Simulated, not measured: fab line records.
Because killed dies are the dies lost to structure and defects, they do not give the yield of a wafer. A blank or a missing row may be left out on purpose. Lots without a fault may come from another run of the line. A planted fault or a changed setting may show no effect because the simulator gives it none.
Chamber matching | flow n5_finfet | N5_DUMMY_GATE_ALD_02 on ald_sin-03 has 4 sister chambers
The step deposits SiO2, target thk 2 nm, pulse time 1 s. 4 wafers are shown with their chamber, then 7 later ones without.

## WAFERS WITH THEIR CHAMBER
wafer  | chamber | heater_power_w (W)
L088.4 | 1       | 471
L088.5 | 0       | 436
L090.1 | 2       | 482
L090.2 | 3       | 434

## WAFERS WITHOUT THEIR CHAMBER
wafer  | heater_power_w (W)
L090.3 | 429
L091.1 | 487
L091.2 | 484
L091.5 | 449
L093.1 | 443
L093.2 | 466
L093.5 | 467

## EACH ONE'S CHAMBER
wafer  | from the rows above          | in truth
L090.3 | can't be placed: 3 or 0      | 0
L091.1 | can't be placed: 2 or 1      | 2
L091.2 | can't be placed: 2 or 1      | 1
L091.5 | can't be placed: 0 or 3 or 1 | 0
L093.1 | can't be placed: 0 or 3      | 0
L093.2 | can't be placed: 1 or 2      | 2
L093.5 | can't be placed: 1 or 2      | 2
0 of 7 placed correctly. From these rows, 7 cannot be placed; in 7 the true chamber is one of the candidates. Wrongly placed: 0.
How it was worked out, from the rows above alone: a wafer's distance from a chamber is the root of the sum, over the readings, of the square of ((its reading less the chamber's mean) divided by the reading's scatter). If the next closest chamber is less than 2 further off than the closest, the wafer can't be placed; otherwise it belongs to the closest. A chamber's mean is the mean of its shown wafers. The scatter: with one shown wafer a chamber, the root of the mean of the squares of how far each hidden wafer lies from its nearest shown one.
